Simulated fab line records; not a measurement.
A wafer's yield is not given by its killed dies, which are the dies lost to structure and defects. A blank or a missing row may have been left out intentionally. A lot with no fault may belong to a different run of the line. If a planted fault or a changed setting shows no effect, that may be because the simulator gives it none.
Split-lot trial / flow n5-finfet / route with 1938 steps; 7 lots, 21 wafers read

SPLIT DETAILS
At N5_BEOL_M5_COAT_74 (time 60 s, resist thk 5 nm), the setting spin-rpm was moved away from the recipe's 1500 rpm on 7 of the 21 wafers read, by +6.4% to +9.7%. This setting was run at the recipe's value on the other wafers.

FROM THE SPLIT TO THE READING: what the file shows between them, 5 steps
- N5_BEOL_M5_EXPOSE_25: exposes mask V4, defocus 10 nm (also split here: dose-mj)
- N5_BEOL_M5_PEB_26: peb time 60 s
- N5_BEOL_M5_DEVELOP_27: develop time 30 s
- N5_BEOL_M5_CD_MEAS_28: target cd 30.6 nm, target cd y 20 nm
- N5_BEOL_M5_DESCUM_33: chemistry O2, time 7 s

THE READING
etch.depth-nm (the simulator's own value, which no gauge read), in nm, at N5_BEOL_M5_ETCH_75 (etches underlayer in N2/H2, target depth 6.5 nm, time 5.2 s). The file does not state a usual value for it. Across the 14 wafers here that went through the recipe, the average is 5.004 nm and the standard deviation 0.016 nm.

wafer=L079.2; tool, chamber at the split=litho-track-05, 0; spin-rpm as run, rpm=1645; against the recipe=+9.7%; etch.depth-nm, nm=4.78; against lot-mates on the recipe=-0.231
wafer=L079.5; tool, chamber at the split=litho-track-05, 0; spin-rpm as run, rpm=1500; against the recipe=recipe; etch.depth-nm, nm=5.004; against lot-mates on the recipe=-
wafer=L079.6; tool, chamber at the split=litho-track-05, 0; spin-rpm as run, rpm=1500; against the recipe=recipe; etch.depth-nm, nm=5.019; against lot-mates on the recipe=-
wafer=L080.1; tool, chamber at the split=litho-track-03, 0; spin-rpm as run, rpm=1606; against the recipe=+7.1%; etch.depth-nm, nm=4.835; against lot-mates on the recipe=-0.174
wafer=L080.5; tool, chamber at the split=litho-track-03, 0; spin-rpm as run, rpm=1500; against the recipe=recipe; etch.depth-nm, nm=5.009; against lot-mates on the recipe=-
wafer=L080.6; tool, chamber at the split=litho-track-03, 0; spin-rpm as run, rpm=1606; against the recipe=+7.1%; etch.depth-nm, nm=4.839; against lot-mates on the recipe=-0.170
wafer=L083.1; tool, chamber at the split=litho-track-01, 0; spin-rpm as run, rpm=1500; against the recipe=recipe; etch.depth-nm, nm=4.997; against lot-mates on the recipe=-
wafer=L083.2; tool, chamber at the split=litho-track-01, 0; spin-rpm as run, rpm=1500; against the recipe=recipe; etch.depth-nm, nm=4.995; against lot-mates on the recipe=-
wafer=L083.4; tool, chamber at the split=litho-track-01, 0; spin-rpm as run, rpm=1608; against the recipe=+7.2%; etch.depth-nm, nm=4.811; against lot-mates on the recipe=-0.185
wafer=L088.2; tool, chamber at the split=litho-track-03, 0; spin-rpm as run, rpm=1500; against the recipe=recipe; etch.depth-nm, nm=5.006; against lot-mates on the recipe=-
wafer=L088.3; tool, chamber at the split=litho-track-03, 0; spin-rpm as run, rpm=1500; against the recipe=recipe; etch.depth-nm, nm=5; against lot-mates on the recipe=-
wafer=L088.5; tool, chamber at the split=litho-track-03, 0; spin-rpm as run, rpm=1500; against the recipe=recipe; etch.depth-nm, nm=4.996; against lot-mates on the recipe=-
wafer=L092.2; tool, chamber at the split=litho-track-03, 0; spin-rpm as run, rpm=1500; against the recipe=recipe; etch.depth-nm, nm=5.039; against lot-mates on the recipe=-
wafer=L092.5; tool, chamber at the split=litho-track-03, 0; spin-rpm as run, rpm=1500; against the recipe=recipe; etch.depth-nm, nm=5.032; against lot-mates on the recipe=-
wafer=L092.6; tool, chamber at the split=litho-track-03, 0; spin-rpm as run, rpm=1500; against the recipe=recipe; etch.depth-nm, nm=5.008; against lot-mates on the recipe=-
wafer=L095.1; tool, chamber at the split=litho-track-05, 0; spin-rpm as run, rpm=1500; against the recipe=recipe; etch.depth-nm, nm=4.985; against lot-mates on the recipe=-
wafer=L095.3; tool, chamber at the split=litho-track-05, 0; spin-rpm as run, rpm=1500; against the recipe=recipe; etch.depth-nm, nm=4.978; against lot-mates on the recipe=-
wafer=L095.6; tool, chamber at the split=litho-track-05, 0; spin-rpm as run, rpm=1500; against the recipe=recipe; etch.depth-nm, nm=4.989; against lot-mates on the recipe=-
wafer=L097.2; tool, chamber at the split=litho-track-01, 0; spin-rpm as run, rpm=1596; against the recipe=+6.4%; etch.depth-nm, nm=4.824; against lot-mates on the recipe=no lot-mate on the recipe
wafer=L097.3; tool, chamber at the split=litho-track-01, 0; spin-rpm as run, rpm=1596; against the recipe=+6.4%; etch.depth-nm, nm=4.841; against lot-mates on the recipe=no lot-mate on the recipe
wafer=L097.6; tool, chamber at the split=litho-track-01, 0; spin-rpm as run, rpm=1596; against the recipe=+6.4%; etch.depth-nm, nm=4.852; against lot-mates on the recipe=no lot-mate on the recipe

THE FIT
A straight line over all 21 wafers: etch.depth-nm changes by -0.0246 nm for each +1% of spin-rpm; r = -0.98; the points scatter about the line by 0.016 nm.
The same after taking each lot's own level away (the mean of its wafers on the recipe; 18 wafers): -0.0245 nm for each +1%; r = -1.00; scatter 0.0074 nm.
According to that fit, moving spin-rpm by its largest amount changes the reading by 0.24 nm.
Measured against the standard deviation above, the lots' own levels, which go from 4.9840 to 5.0263 nm, span 2.6 times it.
The two slopes are in agreement: the lot-to-lot level therefore moves the slope only a little.
Check: with one of the wafers moved furthest among these (+9.7%) left out of the fit, the line predicts -0.24 nm for it against its lot-mates. It came out at -0.231 nm against them.

OTHER SPLITS APPLIED TO THESE WAFERS
Other splits were also applied to these wafers ahead of the reading. Each is held against what the fit with the lots' levels taken away leaves over:
other split on the same wafers=N5_BEOL_M2_TRENCH_ETCH_37 time-s; wafers away from the commonest value=5; r with etch.depth-nm (lot level and that fit taken away)=-0.09
other split on the same wafers=N5_BEOL_M4_EXPOSE_25 dose-mj; wafers away from the commonest value=8; r with etch.depth-nm (lot level and that fit taken away)=+0.17
other split on the same wafers=N5_BEOL_M4_TRENCH_ETCH_37 source-w; wafers away from the commonest value=8; r with etch.depth-nm (lot level and that fit taken away)=+0.07
other split on the same wafers=N5_BEOL_M5_EXPOSE_25 dose-mj; wafers away from the commonest value=5; r with etch.depth-nm (lot level and that fit taken away)=+0.09

FILE'S OWN FIT
etch.depth-nm changes by -0.0245 nm for each +1% of spin-rpm, r = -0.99.
